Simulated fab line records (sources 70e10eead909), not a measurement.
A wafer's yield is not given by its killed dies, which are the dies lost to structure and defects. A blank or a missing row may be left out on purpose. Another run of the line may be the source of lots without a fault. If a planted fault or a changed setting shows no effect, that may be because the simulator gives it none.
fab line records	flow nandHarc	part 1 of 2: steps 1 to 4 of 6
record lots=19	wafers=57	lastDay=33
route steps=1302 shown A_STAIRCASE@705
lots that met no fault: taken from a fault-free run of the same line
startH: the number of hours between the record's first day and the start of the first shown wafer of the lot	waitH: hours elapsed since this lot's preceding step	" unchanged from the row above	L1.1+2: a single row standing in for several wafers	- either no value or no given start	* or withheld: withheld	< > ~ a bound
route shown NAME@n: NAME is a module with steps in the file, n the number in the route of the first one	usual: mean/standard deviation of fault-free wafers	same: alike in all rows	chamber/n: place in a boat	sites: per-site readings	_std_site: the standard deviation of these	_edge_site: outer sites' mean less inner sites'	radiusMm: for every site, how far away it sits from the centre of the wafer	mask NAME#n: copy n	behind: the tool/chamber that last shaped the wafer	hold: reason for holding the lot/hours on hold/outcome of the hold	device: transistor that didn't switch, given as n, p or np	end of line: the tests these same wafers got at the end of their route	a step with no rows: only its recipe	killed: not the wafer's yield, but the dies lost to structure and defects at the first sort	map: the dies of a wafer, with x for killed, . for not killed, _ for no die there
set.NAME: the setting as run; set.NAME@STEP: as run at that earlier step	model.NAME: the simulator's own value behind a step, which no gauge read
one table for each step of the route and one row for each wafer, over a sample of lots
services: the hour from which a tool's chamber was out of use, counted from the record's first day as startH (under 0 if before that day), plus the number of hours and why
## steps
# step NHARC_A_STAIRCASE_TRIM_191
# recipe timeS=211.2	o2FlowSccm=500	arFlowSccm=0	biasW=0	chemistry=O2
# usual drypumpMotorCurrentA=5.7/0.33	mfcArSccm=0.014/0.015	oesProductAu=0.999/0.011	rfVppV=57.8/0.95	showerheadPlenumPTorr=3.58/0.12	throttleValvePct=17.037/0.0093
# same timeS=211.2
lot.wafer	tool	chamber	startH	waitH	drypumpMotorCurrentA	mfcArSccm	oesProductAu	rfHoursCounterH	rfVppV	showerheadPlenumPTorr	throttleValvePct
L075.4	rieDiel-13	3	-	-	5.9	0.016	0.997	5	56.5	3.57	17.035
L075.2	"	1	"	"	5.9	0.028	1.011	6	57.1	3.75	17.040
L075.5	"	3	"	"	5.9	0.016	1.013	-	58.5	3.57	17.051
L077.3	rieDiel-13	2	-	-	5.5	0.041	1.004	12	56.6	3.56	17.052
L077.4	"	3	"	"	5.9	0.016	1.006	12	57.6	3.57	17.038
L077.5	"	2	"	"	5.5	0.041	1.004	-	57.3	3.56	17.032
L078.4	rieDiel-01	2	-	-	5.5	0	1.000	2	56.8	3.49	17.037
L078.1	"	0	"	"	5.4	0	1.006	2	56.8	3.77	17.048
L078.3	"	1	"	"	6.0	0.009	0.993	2	58.7	3.56	17.031
L080.3	rieDiel-13	0	-	-	5.2	0	0.980	24	56.8	3.60	17.049
L080.2	"	1	"	"	5.9	0.028	1.005	23	57.5	3.74	17.048
L080.5	"	2	"	"	5.5	0.041	1.000	-	58.2	3.55	17.037
L079.3	rieDiel-06	1	-	-	5.6	0	1.006	32	55.9	3.28	17.039
L079.1	"	2	"	"	6.3	0.008	0.991	31	58.6	3.55	17.042
L079.2	"	3	"	"	5.3	0.005	1.006	28	57.4	3.52	17.050
L081.3	rieDiel-01	3	-	-	6.1	0.002	0.998	11	58.5	3.74	17.046
L081.6	"	1	"	"	6.0	0.009	0.992	-	57.9	3.56	17.034
L081.5	"	2	"	"	5.5	0	1.000	-	59.0	3.49	17.042
L083.3	rieDiel-01	3	-	-	6.1	0.002	0.978	16	58.6	3.73	17.049
L083.2	"	0	"	"	5.4	0	0.991	17	59.9	3.77	17.030
L083.6	"	2	"	"	5.5	0	0.991	-	58.6	3.49	17.038
L082.2	rieDiel-06	2	-	-	6.3	0.008	0.980	43	58.9	3.54	17.036
L082.5	"	0	"	"	5.3	0.039	0.999	-	56.0	3.39	17.039
L082.4	"	3	"	"	5.3	0.005	0.998	-	57.2	3.51	17.061
L084.3	rieDiel-13	1	-	-	5.9	0.028	1.005	41	58.4	3.73	17.042
L084.5	"	2	"	"	5.5	0.041	1.008	-	56.2	3.54	17.030
L084.6	"	3	"	"	5.9	0.016	1.017	-	56.6	3.55	17.045
L086.2	rieDiel-06	1	-	-	5.6	0	1.001	47	57.6	3.27	17.031
L086.6	"	0	"	"	5.2	0.039	1.012	-	57.6	3.39	17.030
L086.5	"	1	"	"	5.6	0	1.007	-	55.1	3.27	17.035
L087.3	rieDiel-01	0	-	-	5.4	0	1.000	28	57.5	3.76	17.034
L087.6	"	3	"	"	6.1	0.002	0.999	-	58.3	3.73	17.061
L087.5	"	0	"	"	5.4	0	1.003	-	59.1	3.76	17.039
L088.3	rieDiel-06	2	-	-	6.3	0.008	1.004	3	57.5	3.53	17.039
L088.1	"	0	"	"	5.2	0.039	1.015	4	57.0	3.38	17.026
L088.6	"	2	"	"	6.3	0.008	1.010	-	58.9	3.53	17.039
L089.4	rieDiel-13	1	-	-	5.9	0.028	0.999	56	58.8	3.72	17.029
L089.1	"	2	"	"	5.5	0.041	1.008	57	57.4	3.54	17.042
L089.5	"	1	"	"	5.9	0.028	0.991	-	58.7	3.72	17.037
L090.3	rieDiel-06	0	-	-	5.3	0.039	1.003	7	56.9	3.38	17.043
L090.2	"	3	"	"	5.3	0.005	0.986	6	57.7	3.50	17.041
L090.6	"	1	"	"	5.6	0	0.999	-	60.1	3.80	17.018
L093.1	rieDiel-13	2	-	-	5.5	0.041	1.018	3	58.9	3.53	17.041
L093.6	"	3	"	"	5.9	0.016	1.032	-	57.6	3.54	17.044
L093.5	"	0	"	"	5.3	0	0.997	-	57.3	3.57	17.035
L091.3	rieDiel-06	1	-	-	5.6	0	0.999	15	58.0	3.80	17.029
L091.4	"	2	"	"	6.3	0.008	0.995	13	58.7	3.53	17.033
L091.5	"	1	"	"	5.6	0	0.997	-	57.5	3.80	17.036
L092.2	rieDiel-13	1	-	-	5.9	0.028	0.993	4	57.5	3.71	17.035
L092.1	"	0	"	"	5.3	0	0.999	4	57.6	3.57	17.039
L092.5	"	1	"	"	5.9	0.028	0.990	-	57.9	3.71	17.035
L096.4	rieDiel-01	2	-	-	5.5	0	0.978	0	58.9	3.46	17.033
L096.3	"	3	"	"	6.1	0.002	0.985	0	58.8	3.71	17.040
L096.2	"	1	"	"	6.0	0.009	0.982	0	57.8	3.54	17.039
L097.2	rieDiel-01	0	-	-	5.3	0	0.992	4	59.2	3.74	17.052
L097.3	"	1	"	"	6.0	0.009	0.981	6	58.8	3.53	17.039
L097.6	"	0	"	"	5.4	0	0.993	-	58.3	3.74	17.036
# step NHARC_A_STAIRCASE_TRIM_222
# recipe timeS=211.2	o2FlowSccm=500	arFlowSccm=0	biasW=0	chemistry=O2
# usual drypumpMotorCurrentA=5.7/0.35	mfcArSccm=0.012/0.014	oesProductAu=0.999/0.0095	rfVppV=57.9/0.91	showerheadPlenumPTorr=3.56/0.14	throttleValvePct=17.036/0.0091
# same timeS=211.2
lot.wafer	tool	chamber	startH	waitH	drypumpMotorCurrentA	mfcArSccm	oesProductAu	rfHoursCounterH	rfVppV	showerheadPlenumPTorr	throttleValvePct
L075.2	rieDiel-13	1	-	-	5.9	0.028	1.009	8	58.5	3.74	17.046
L075.4	"	0	"	"	5.3	0	0.991	7	59.6	3.61	17.033
L075.5	"	2	"	"	5.6	0.041	1.000	-	56.0	3.56	17.023
L077.4	rieDiel-01	3	-	-	6.1	0.002	1.003	0	59.0	3.74	17.038
L077.3	"	0	"	"	5.4	0	0.996	0	58.4	3.78	17.020
L077.5	"	3	"	"	6.1	0.002	1.011	-	58.1	3.74	17.032
L078.4	rieDiel-01	3	-	-	6.1	0.002	0.991	3	57.5	3.74	17.045
L078.3	"	0	"	"	5.4	0	0.994	3	57.0	3.77	17.042
L078.1	"	1	"	"	6.0	0.009	0.980	4	56.8	3.56	17.035
L080.3	rieDiel-06	1	-	-	5.6	0	1.004	33	58.1	3.28	17.038
L080.2	"	0	"	"	5.2	0.039	1.004	34	56.3	3.40	17.023
L080.5	"	2	"	"	6.3	0.008	1.001	-	57.8	3.55	17.031
L079.3	rieDiel-01	0	-	-	5.4	0	0.981	8	59.1	3.77	17.045
L079.1	"	1	"	"	6.0	0.009	0.990	8	58.2	3.56	17.030
L079.2	"	2	"	"	5.5	0	0.997	8	56.6	3.49	17.029
L081.3	rieDiel-01	1	-	-	6.0	0.009	0.991	12	57.7	3.56	17.037
L081.5	"	1	"	"	6.0	0.009	0.990	-	56.5	3.56	17.034
L081.6	"	2	"	"	5.5	0	0.999	-	58.0	3.49	17.038
L083.2	rieDiel-06	3	-	-	5.3	0.005	1.007	40	57.3	3.51	17.046
L083.3	"	0	"	"	5.3	0.039	0.993	45	56.4	3.39	17.032
L083.6	"	3	"	"	5.3	0.005	1.010	-	57.0	3.51	17.050
L082.2	rieDiel-06	1	-	-	5.6	0	0.998	44	56.5	3.27	17.036
L082.4	"	2	"	"	6.3	0.008	0.979	45	59.1	3.54	17.040
L082.5	"	1	"	"	5.6	0	1.002	-	56.5	3.27	17.024
L084.3	rieDiel-06	1	-	-	5.6	0	1.000	46	56.6	3.27	17.025
L084.5	"	2	"	"	6.3	0.008	0.995	-	57.6	3.54	17.028
L084.6	"	3	"	"	5.3	0.005	1.000	-	58.4	3.51	17.038
L086.2	rieDiel-06	3	-	-	5.3	0.005	1.003	45	57.4	3.51	17.040
L086.5	"	3	"	"	5.3	0.005	1.003	-	57.7	3.51	17.017
L086.6	"	0	"	"	5.3	0.039	1.009	-	58.4	3.39	17.038
L087.3	rieDiel-13	0	-	-	5.3	0	0.994	52	58.3	3.58	17.051
L087.5	"	3	"	"	5.9	0.016	1.019	-	58.1	3.55	17.023
L087.6	"	0	"	"	5.3	0	1.002	-	58.5	3.58	17.036
L088.3	rieDiel-06	0	-	-	5.3	0.039	1.006	5	57.7	3.38	17.038
L088.1	"	2	"	"	6.2	0.008	0.999	4	58.8	3.53	17.019
L088.6	"	3	"	"	5.3	0.005	1.003	-	57.9	3.50	17.029
L089.1	rieDiel-13	2	-	-	5.6	0.041	0.999	58	58.9	3.54	17.030
L089.4	"	3	"	"	5.9	0.016	1.015	60	57.8	3.54	17.039
L089.5	"	1	"	"	5.9	0.028	0.994	-	59.4	3.72	17.020
L090.2	rieDiel-01	1	-	-	6.0	0.009	0.988	35	58.3	3.54	17.033
L090.3	"	0	"	"	5.4	0	1.006	44	58.4	3.75	17.035
L090.6	"	1	"	"	6.0	0.009	0.988	-	57.7	3.55	17.058
L093.1	rieDiel-13	0	-	-	5.3	0	0.992	4	58.5	3.57	17.018
L093.5	"	0	"	"	5.3	0	0.994	-	56.4	3.57	17.028
L093.6	"	1	"	"	5.9	0.028	0.999	-	56.8	3.71	17.045
L091.4	rieDiel-01	1	-	-	6.0	0.009	0.985	42	56.7	3.54	17.032
L091.3	"	0	"	"	5.4	0	0.991	53	56.7	3.75	17.029
L091.5	"	2	"	"	5.5	0	0.993	-	57.2	3.47	17.026
L092.2	rieDiel-01	0	-	-	5.4	0	0.993	53	58.8	3.74	17.032
L092.1	"	2	"	"	5.5	0	0.989	54	57.3	3.47	17.025
L092.5	"	0	"	"	5.4	0	1.005	-	58.7	3.75	17.060
L096.2	rieDiel-06	1	-	-	5.6	0	1.005	28	58.9	3.79	17.050
L096.4	"	2	"	"	6.3	0.008	1.007	26	57.6	3.52	17.038
L096.3	"	3	"	"	5.3	0.005	1.002	27	58.1	3.49	17.029
L097.2	rieDiel-13	1	-	-	5.9	0.028	1.002	19	58.1	3.70	17.044
L097.3	"	2	"	"	5.5	0.041	0.998	20	59.1	3.52	17.030
L097.6	"	3	"	"	6.0	0.016	1.015	-	58.4	3.53	17.038
# step NHARC_A_STAIRCASE_DESCUM_291
# recipe timeS=3	o2FlowSccm=200	arFlowSccm=0	biasPowerW=0	chemistry=O2
# usual drypumpMotorCurrentA=5.7/0.33	mfcArSccm=0.015/0.015	oesProductAu=0.998/0.0099	rfVppV=57.9/0.89	showerheadPlenumPTorr=1.95/0.07	throttleValvePct=11.313/0.0085
# same timeS=3
lot.wafer	tool	chamber	startH	waitH	drypumpMotorCurrentA	mfcArSccm	oesProductAu	rfHoursCounterH	rfVppV	showerheadPlenumPTorr	throttleValvePct
L075.2	rieDiel-13	1	392.47	-	5.9	0.028	0.998	14	57.0	2.04	11.301
L075.4	"	0	"	"	5.2	0	0.987	14	58.3	1.96	11.307
L075.5	"	2	"	"	5.5	0.041	1.004	-	56.7	1.93	11.305
L077.3	rieDiel-13	3	405.16	-	5.9	0.016	1.005	21	56.9	1.94	11.299
L077.4	"	0	"	"	5.3	0	0.982	21	58.1	1.95	11.320
L077.5	"	1	"	"	5.9	0.028	0.993	-	59.7	2.04	11.311
L078.3	rieDiel-01	2	413.61	-	5.5	0	0.983	7	56.4	1.89	11.320
L078.4	"	0	"	"	5.3	0	0.985	8	57.0	2.06	11.312
L078.1	"	1	"	"	6.0	0.009	0.987	7	56.9	1.93	11.326
L080.3	rieDiel-13	3	431.54	-	5.9	0.016	1.006	30	57.3	1.93	11.334
L080.2	"	0	"	"	5.3	0	0.986	29	57.0	1.95	11.318
L080.5	"	3	"	"	5.9	0.016	1.006	-	57.0	1.93	11.322
L079.2	rieDiel-13	0	431.98	-	5.3	0	0.997	29	57.8	1.95	11.323
L079.1	"	1	"	"	5.9	0.028	0.990	26	58.3	2.03	11.304
L079.3	"	3	"	"	5.9	0.016	1.007	30	59.7	1.93	11.303
L081.3	rieDiel-13	0	455.56	-	5.2	0	0.997	40	58.4	1.95	11.303
L081.5	"	2	"	"	5.6	0.041	0.993	-	57.0	1.92	11.320
L081.6	"	3	"	"	5.9	0.016	1.000	-	59.2	1.93	11.312
L083.3	rieDiel-13	0	473.17	-	5.3	0	0.994	46	58.3	1.95	11.308
L083.2	"	2	"	"	5.5	0.041	1.010	45	58.8	1.92	11.319
L083.6	"	1	"	"	5.9	0.028	1.024	-	57.7	2.03	11.313
L082.4	rieDiel-13	3	477.20	-	5.9	0.016	1.009	47	58.4	1.93	11.315
L082.2	"	0	"	"	5.2	0	1.001	47	57.4	1.95	11.312
L082.5	"	2	"	"	5.5	0.041	0.999	-	58.8	1.92	11.318
L084.3	rieDiel-13	0	488.17	-	5.3	0	0.992	54	58.1	1.94	11.306
L084.5	"	2	"	"	5.5	0.041	1.004	-	57.9	1.92	11.297
L084.6	"	3	"	"	5.9	0.016	1.011	-	58.4	1.92	11.312
L086.2	rieDiel-01	3	491.86	-	6.1	0.002	1.002	32	58.5	2.03	11.319
L086.5	"	0	"	"	5.4	0	0.996	-	59.1	2.05	11.311
L086.6	"	3	"	"	6.1	0.002	0.993	-	58.7	2.03	11.315
L087.3	rieDiel-06	3	499.13	-	5.3	0.005	0.978	1	57.5	1.90	11.302
L087.6	"	1	"	"	5.6	0	0.993	-	57.9	2.08	11.309
L087.5	"	2	"	"	6.3	0.008	0.999	-	57.7	1.92	11.315
L088.1	rieDiel-06	1	522.74	-	5.6	0	1.009	8	59.3	2.07	11.310
L088.3	"	3	"	"	5.3	0.005	0.986	8	57.5	1.90	11.304
L088.6	"	1	"	"	5.6	0	0.996	-	58.0	2.07	11.309
L089.1	rieDiel-01	0	523.05	-	5.4	0	0.999	44	58.8	2.04	11.322
L089.4	"	1	"	"	6.0	0.009	0.999	35	57.7	1.92	11.314
L089.5	"	3	"	"	6.1	0.002	0.998	-	59.7	2.02	11.316
L090.3	rieDiel-06	2	536.52	-	6.2	0.008	0.991	13	57.5	1.91	11.309
L090.2	"	3	"	"	5.3	0.005	0.989	13	58.7	1.89	11.300
L090.6	"	2	"	"	6.2	0.008	0.982	-	58.2	1.91	11.300
L091.4	rieDiel-06	1	555.01	-	5.6	0	0.989	24	59.3	2.07	11.307
L091.3	"	2	"	"	6.2	0.008	0.979	22	58.5	1.91	11.329
L091.5	"	2	"	"	6.3	0.008	0.974	-	58.6	1.91	11.311
L093.1	rieDiel-01	0	555.43	-	5.4	0	1.002	60	58.2	2.04	11.308
L093.5	"	1	"	"	6.0	0.009	0.982	-	57.6	1.92	11.309
L093.6	"	2	"	"	5.5	0	0.993	-	56.5	1.87	11.324
L092.2	rieDiel-13	3	556.69	-	5.9	0.016	1.022	12	58.8	1.92	11.302
L092.1	"	0	"	"	5.3	0	0.998	11	58.1	1.94	11.299
L092.5	"	2	"	"	5.5	0.041	1.003	-	57.0	1.91	11.308
L096.2	rieDiel-06	1	592.29	-	5.6	0	0.985	35	58.8	2.06	11.320
L096.3	"	2	"	"	6.2	0.008	1.000	32	57.6	1.91	11.312
L096.4	"	0	"	"	5.2	0.039	1.007	37	56.8	1.82	11.321
L097.3	rieDiel-13	0	602.86	-	5.3	0	0.986	22	58.0	1.93	11.313
L097.2	"	1	"	"	5.9	0.028	1.006	23	56.9	2.01	11.321
L097.6	"	3	"	"	5.9	0.016	1.007	-	58.0	1.92	11.317
# step NHARC_A_STAIRCASE_ETCH_452
# recipe targetDepthA=300	overetchA=30	timeS=16.5	ionEnergyEv=100	cf4FlowSccm=80	o2FlowSccm=20	arFlowSccm=0	rfW=300	biasW=100	chemistry=CF4/O2
# usual drypumpMotorCurrentA=5.6/0.33	mfcArSccm=0.014/0.015	oesProductAu=0.999/0.01	rfVppV=198.2/1.2	showerheadPlenumPTorr=1.36/0.05	throttleValvePct=13.397/0.0098
# same timeS=16.5
lot.wafer	tool	chamber	startH	waitH	drypumpMotorCurrentA	mfcArSccm	oesProductAu	rfHoursCounterH	rfVppV	showerheadPlenumPTorr	throttleValvePct
L075.4	rieDiel-13	3	-	-	5.9	0.016	1.013	15	198.4	1.35	13.400
L075.2	"	1	"	"	5.9	0.028	1.010	14	199.1	1.42	13.392
L075.5	"	2	"	"	5.6	0.041	1.002	-	198.3	1.35	13.393
L077.4	rieDiel-13	1	-	-	5.9	0.028	1.003	21	198.9	1.42	13.398
L077.3	"	2	"	"	5.5	0.041	1.013	21	199.3	1.35	13.394
L077.5	"	0	"	"	5.2	0	0.975	-	195.9	1.36	13.413
L078.3	rieDiel-01	0	-	-	5.4	0	1.006	8	198.9	1.43	13.396
L078.1	"	1	"	"	6.0	0.009	1.006	7	198.1	1.35	13.390
L078.4	"	3	"	"	6.1	0.002	0.987	8	199.8	1.42	13.408
L080.3	rieDiel-13	3	-	-	5.9	0.016	1.011	30	196.5	1.35	13.402
L080.2	"	2	"	"	5.5	0.041	1.011	27	198.1	1.34	13.402
L080.5	"	3	"	"	5.9	0.016	1.012	-	199.3	1.35	13.394
L079.1	rieDiel-13	1	-	-	5.9	0.028	1.009	27	200.5	1.42	13.392
L079.2	"	2	"	"	5.5	0.041	1.007	28	197.4	1.34	13.403
L079.3	"	3	"	"	5.9	0.016	1.008	31	197.6	1.35	13.402
L081.3	rieDiel-13	1	-	-	5.9	0.028	1.007	39	199.4	1.41	13.404
L081.6	"	1	"	"	5.9	0.028	1.003	-	199.6	1.41	13.402
L081.5	"	2	"	"	5.5	0.041	1.011	-	197.9	1.34	13.400
L083.2	rieDiel-13	0	-	-	5.3	0	0.991	46	197.9	1.36	13.391
L083.3	"	3	"	"	5.8	0.016	1.015	46	196.5	1.34	13.402
L083.6	"	1	"	"	5.9	0.028	0.998	-	199.2	1.41	13.377
L082.2	rieDiel-13	2	-	-	5.5	0.041	1.009	46	197.5	1.34	13.404
L082.4	"	3	"	"	5.9	0.016	1.008	48	199.1	1.34	13.398
L082.5	"	1	"	"	5.9	0.028	1.002	-	198.5	1.41	13.390
L084.3	rieDiel-13	2	-	-	5.5	0.041	1.001	52	197.6	1.34	13.396
L084.6	"	1	"	"	5.9	0.028	0.993	-	198.7	1.41	13.409
L084.5	"	2	"	"	5.5	0.041	0.997	-	196.8	1.34	13.403
L086.2	rieDiel-01	3	-	-	6.1	0.002	1.006	32	198.3	1.41	13.399
L086.6	"	2	"	"	5.5	0	0.999	-	196.5	1.31	13.412
L086.5	"	3	"	"	6.1	0.002	0.985	-	199.4	1.41	13.398
L087.3	rieDiel-06	2	-	-	6.2	0.008	1.006	1	197.8	1.34	13.389
L087.5	"	3	"	"	5.3	0.005	0.991	-	196.5	1.33	13.393
L087.6	"	0	"	"	5.3	0.039	1.003	-	197.2	1.28	13.393
L088.3	rieDiel-06	2	-	-	6.2	0.008	0.988	7	197.4	1.34	13.392
L088.1	"	0	"	"	5.3	0.039	1.014	9	197.5	1.28	13.392
L088.6	"	2	"	"	6.3	0.008	0.992	-	198.0	1.34	13.396
L089.4	rieDiel-01	1	-	-	6.0	0.009	1.002	35	198.1	1.34	13.394
L089.1	"	3	"	"	6.1	0.002	0.997	43	198.9	1.41	13.382
L089.5	"	0	"	"	5.4	0	1.003	-	199.8	1.42	13.402
L090.3	rieDiel-06	1	-	-	5.6	0	0.988	16	200.3	1.44	13.393
L090.2	"	3	"	"	5.3	0.005	0.988	13	196.2	1.32	13.376
L090.6	"	0	"	"	5.2	0.039	1.010	-	197.8	1.27	13.408
L091.4	rieDiel-06	2	-	-	6.3	0.008	0.980	22	198.1	1.33	13.402
L091.3	"	0	"	"	5.3	0.039	1.011	26	197.0	1.27	13.412
L091.5	"	2	"	"	6.2	0.008	0.980	-	197.8	1.33	13.400
L093.1	rieDiel-01	1	-	-	6.0	0.009	0.984	51	197.1	1.34	13.386
L093.6	"	1	"	"	6.0	0.009	0.984	-	197.2	1.34	13.399
L093.5	"	2	"	"	5.5	0	0.994	-	196.2	1.31	13.388
L092.1	rieDiel-13	1	-	-	5.9	0.028	1.000	10	199.2	1.41	13.399
L092.2	"	2	"	"	5.5	0.041	0.997	12	197.6	1.33	13.390
L092.5	"	0	"	"	5.2	0	0.992	-	196.9	1.35	13.381
L096.3	rieDiel-06	1	-	-	5.6	0	0.993	35	200.0	1.44	13.390
L096.4	"	2	"	"	6.2	0.008	0.999	32	197.3	1.33	13.400
L096.2	"	3	"	"	5.2	0.005	0.999	34	196.7	1.32	13.418
L097.3	rieDiel-13	1	-	-	5.9	0.028	1.013	23	199.0	1.40	13.405
L097.2	"	2	"	"	5.5	0.041	1.016	24	198.1	1.33	13.409
L097.6	"	1	"	"	5.9	0.028	1.003	-	199.1	1.40	13.395
